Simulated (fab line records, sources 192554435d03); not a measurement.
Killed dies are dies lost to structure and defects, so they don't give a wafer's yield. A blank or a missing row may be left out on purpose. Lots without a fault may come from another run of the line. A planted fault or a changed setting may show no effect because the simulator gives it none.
Chamber matching | flow n5_finfet | N5_BEOL_M1_ETCH_64 on rie_diel-03: 4 sister chambers
The step etches SOC in N2/H2, target depth 75 nm, overetch 15 nm, time 112.5 s. 14 wafers are shown with their chamber, then 7 later ones without.

WAFERS WITH THEIR CHAMBER
wafer  | chamber | drypump_motor_current_A (A) | throttle_valve_pct (%) | oes_product_au (a.u.)
L075.3 | 1       | 6.0                         | 17.74                  | 0.71
L075.5 | 0       | 6.4                         | 17.81                  | 0.59
L075.6 | 1       | 6.0                         | 17.74                  | 0.71
L077.2 | 3       | 5.6                         | 17.91                  | 0.56
L077.4 | 1       | 6.0                         | 17.74                  | 0.71
L077.5 | 3       | 5.6                         | 17.90                  | 0.56
L081.1 | 0       | 6.4                         | 17.82                  | 0.58
L081.2 | 1       | 6.0                         | 17.75                  | 0.69
L081.5 | 2       | 5.5                         | 17.67                  | 0.59
L084.1 | 3       | 5.6                         | 17.93                  | 0.55
L084.3 | 0       | 6.4                         | 17.84                  | 0.58
L084.4 | 1       | 6.0                         | 17.76                  | 0.68
L087.3 | 3       | 5.6                         | 17.93                  | 0.55
L087.5 | 1       | 6.1                         | 17.76                  | 0.68

SIGNATURES (means of the wafers above)
reading                 | chamber 0 | chamber 1 | chamber 2 | chamber 3 | scatter within a chamber
drypump_motor_current_A | 6.400     | 6.017     | 5.500     | 5.600     | 0.0289
throttle_valve_pct      | 17.8233   | 17.7483   | 17.6700   | 17.9175   | 0.0127
oes_product_au          | 0.5833    | 0.6967    | 0.5900    | 0.5550    | 0.0114
Rule: a wafer's distance from a chamber is the root of the sum, over the readings, of the square of ((its reading less the chamber's mean) divided by the reading's scatter). The wafer belongs to the nearest chamber; if the next one is less than 2 further off, it can't be placed. The scatter: the root of (the sum of the squares of (reading less its chamber's mean) over the shown wafers, divided by (wafers less chambers)).

WAFERS WITHOUT THEIR CHAMBER
wafer  | drypump_motor_current_A (A) | throttle_valve_pct (%) | oes_product_au (a.u.)
L087.6 | 5.4                         | 17.71                  | 0.58
L093.1 | 5.6                         | 17.97                  | 0.55
L093.3 | 5.5                         | 17.73                  | 0.57
L093.6 | 5.5                         | 17.71                  | 0.57
L096.1 | 5.6                         | 17.98                  | 0.54
L096.5 | 6.0                         | 17.80                  | 0.67
L096.6 | 6.4                         | 17.88                  | 0.57

WHICH CHAMBER EACH WENT THROUGH
wafer  | from the rows above | in truth
L087.6 | 2                   | 2
L093.1 | 3                   | 3
L093.3 | 2                   | 2
L093.6 | 2                   | 2
L096.1 | 3                   | 3
L096.5 | 1                   | 1
L096.6 | 0                   | 0
Placed correctly: 7 of 7. Can't be placed from these rows: 0. Placed wrongly: 0.
